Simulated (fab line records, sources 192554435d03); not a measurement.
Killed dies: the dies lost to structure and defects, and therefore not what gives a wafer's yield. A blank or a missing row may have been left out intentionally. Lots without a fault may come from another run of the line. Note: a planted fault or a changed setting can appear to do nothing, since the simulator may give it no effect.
Chamber matching + flow n5 finfet + rie diel-04 running N5_BEOL_M0_STRIP_142: 4 sister chambers
The step strips in N2/H2, time 10 s. 4 wafers are shown with their chamber, then 9 later ones without.

## WAFERS, EACH WITH ITS CHAMBER
| wafer  | chamber | drypump motor current A (A) |
|--------|---------|-----------------------------|
| L081.1 | 2       | 6.8                         |
| L089.2 | 1       | 5.7                         |
| L089.3 | 0       | 4.9                         |
| L089.5 | 3       | 5.8                         |

## WAFERS WITH NO CHAMBER GIVEN
| wafer  | drypump motor current A (A) |
|--------|-----------------------------|
| L088.3 | 5.8                         |
| L088.5 | 6.8                         |
| L088.6 | 5.7                         |
| L090.1 | 5.8                         |
| L090.3 | 5.0                         |
| L090.6 | 5.0                         |
| L097.1 | 5.7                         |
| L097.3 | 5.8                         |
| L097.4 | 5.0                         |

## THE CHAMBER EACH PASSED THROUGH
| wafer  | from the rows above     | in truth |
|--------|-------------------------|----------|
| L088.3 | can't be placed: 3 or 1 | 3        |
| L088.5 | 2                       | 2        |
| L088.6 | can't be placed: 1 or 3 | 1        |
| L090.1 | can't be placed: 3 or 1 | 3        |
| L090.3 | 0                       | 0        |
| L090.6 | 0                       | 0        |
| L097.1 | can't be placed: 1 or 3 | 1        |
| L097.3 | can't be placed: 3 or 1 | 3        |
| L097.4 | 0                       | 0        |
4 of 9 placed correctly. Cannot be placed on the basis of these rows: 5; the candidates contain the true chamber in 5. 0 placed wrongly.
How it was worked out, from the rows above alone: a wafer's distance from a chamber is the root of the sum, over the readings, of the square of ((its reading less the chamber's mean) divided by the reading's scatter). If the next closest chamber is less than 2 further off than the closest, the wafer can't be placed; otherwise it belongs to the closest. Each chamber's mean is taken over the wafers shown for it. The scatter: with one shown wafer a chamber, the root of the mean of the squares of how far each hidden wafer lies from its nearest shown one.
